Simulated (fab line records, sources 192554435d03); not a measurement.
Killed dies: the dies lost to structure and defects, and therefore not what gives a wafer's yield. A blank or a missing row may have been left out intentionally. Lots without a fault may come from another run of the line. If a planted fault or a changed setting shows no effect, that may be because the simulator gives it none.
A lot that was struck, set against a sound lot	flow n5 finfet	16 steps out of a route of 1938
Sound: wafers L692.2, L692.4, L692.6. Struck: wafers L687.3, L687.5 (left out: L687.6, a lot-mate that was not struck); the cause follows at the end.
Each step with rows lists, per side, the tool, then ch with its chambers, then its first start. Under that, the readings that differ: sound wafers	struck wafers	difference of the means	sigmas: that difference in standard deviations of wafers without a fault.
alike: readings whose means differ by less than 2 such deviations, and words and numbers that are the same on both sides. not compared: withheld readings, readings that some wafer has no value for, bounds like >300 that may hide the same value, and numbers for which the record gives no deviation and whose values overlap.
Wherever a step has rows on one side only, a row that says differs or no value, or a row with sigmas, the two part there. Non-overlapping numbers with no deviation appear without sigmas and do not part them. A reading that every wafer of one side lacks parts them only if that side has two wafers or more.

first, 2 steps without rows for these wafers: N5_BEOL_M4_PEB_09 (peb time 60 s); N5_BEOL_M4_DEVELOP_10 (develop time 30 s).
N5_BEOL_M4_CD_MEAS_11: target cd 16.79 nm.
  sound on cd sem-02 ch 0, day 14 01:08; struck on cd sem-03 ch 0, day 12 05:17
  alike: cd nm
N5_BEOL_M4_OVL_MEAS_12:
  sound on overlay-02 ch 0, day 14 01:11; struck on overlay-02 ch 0, day 12 05:19
  alike: M4_OVL
N5_BEOL_M4_INSPECT_13: inspects for defects (brightfield).
  sound on defect inspect-02 at day 14 01:14; struck on defect inspect-02 at day 12 05:22
  alike: raw defect count
then, 1 step without rows for these wafers: N5_BEOL_M4_DESCUM_16 (chemistry O2, time 7 s).
N5_BEOL_M4_ETCH_74: etches underlayer in N2/H2, target depth 6.5 nm, time 5.2 s.
  sound on rie diel-01 ch 0,2, day 14 01:18; struck on rie diel-05 ch 0,1, day 12 05:26
  alike: drypump motor current A, etch rf on time s, oes product au, rf fwd power W, rf vpp V, showerhead plenum p Torr, throttle valve pct
  not compared: rf hours counter h
N5_BEOL_M4_ETCH_63: etches SiARC in CF4, target depth 15.6 nm, time 26 s.
  sound on rie diel-01 ch 0,2, day 14 01:19; struck on rie diel-05 ch 0,1, day 12 05:28
reading	sound	struck	difference	sigmas
mfc ar sccm (sccm)	99.79 99.46 100.03	100.50 100.48	+0.73	+2
  alike: drypump motor current A, etch rf on time s, oes product au, rf fwd power W, rf vpp V, showerhead plenum p Torr, throttle valve pct
  not compared: rf hours counter h
N5_BEOL_M4_ETCH_64: etches SOC in N2/H2, target depth 75 nm, overetch 22.5 nm, time 121.9 s.
  sound on rie diel-01 ch 0,2, day 14 01:20; struck on rie diel-05 ch 0,1, day 12 05:29
  alike: drypump motor current A, oes product au, rf fwd power W, rf vpp V, showerhead plenum p Torr, temp c, throttle valve pct
  not compared: rf hours counter h
then, 2 steps without rows for these wafers: N5_BEOL_M4_STRIP_65 (strips in N2/H2); N5_BEOL_M4_STRIP_75 (strips in N2/H2).
N5_BEOL_M4_STRIP_66: strips in CF4.
  sound on rie diel-01 ch 0,2, day 14 01:29; struck on rie diel-05 ch 0,1, day 12 05:37
  alike: drypump motor current A, oes product au, rf fwd power W, rf vpp V, showerhead plenum p Torr, throttle valve pct
  not compared: rf hours counter h
N5_BEOL_M4_HM_OPEN_17: chemistry Cl2/BCl3, target TiN, target depth 20 nm, overetch 6 nm.
  sound on rie metal-02 ch 0,1, day 14 01:31; struck on rie metal-03 ch 0,1, day 12 05:41
reading	sound	struck	difference	sigmas
model.SOC_of_BEOL_M4_COAT_61.thk nm (nm)	52.2 52.4 52.6	53 54	+1	
  alike: drypump motor current A, mfc ar sccm, oes product au, rf fwd power W, throttle valve pct
  not compared: rf hours counter h
N5_BEOL_M4_STRIP_19: strips in O2.
  sound on rie diel-05 ch 0,2, day 14 01:38; struck on rie diel-05 ch 0,1, day 12 05:46
  alike: drypump motor current A, oes product au, rf vpp V, showerhead plenum p Torr, temp c, throttle valve pct
  not compared: rf hours counter h
N5_BEOL_M4_RC_MEAS_101:
  sound on prober-01 ch 0, day 14 11:48; struck on prober-01 ch 0, day 13 00:32
  alike: DIBL_N, DIBL_P, IOFF_N, IOFF_P, ION_N, ION_P, SS_N, SS_P, VT_N, VT_P
-- here the record skips 5 days between the struck wafers' starts before and after, leaving off in module BEOL_M4 and picking up in module PASSIVATION (first step shown: number 1936 of the route) --
N5_PASSIVATION_PROBE_49:
  the record has rows for the struck wafers here (prober-01, day 17 17:18) and none for the sound ones

## WHERE THEY PART
Last at N5_PASSIVATION_PROBE_49 as far as this record goes, first at N5_BEOL_M4_ETCH_63.

WHY: the cause the simulator had injected
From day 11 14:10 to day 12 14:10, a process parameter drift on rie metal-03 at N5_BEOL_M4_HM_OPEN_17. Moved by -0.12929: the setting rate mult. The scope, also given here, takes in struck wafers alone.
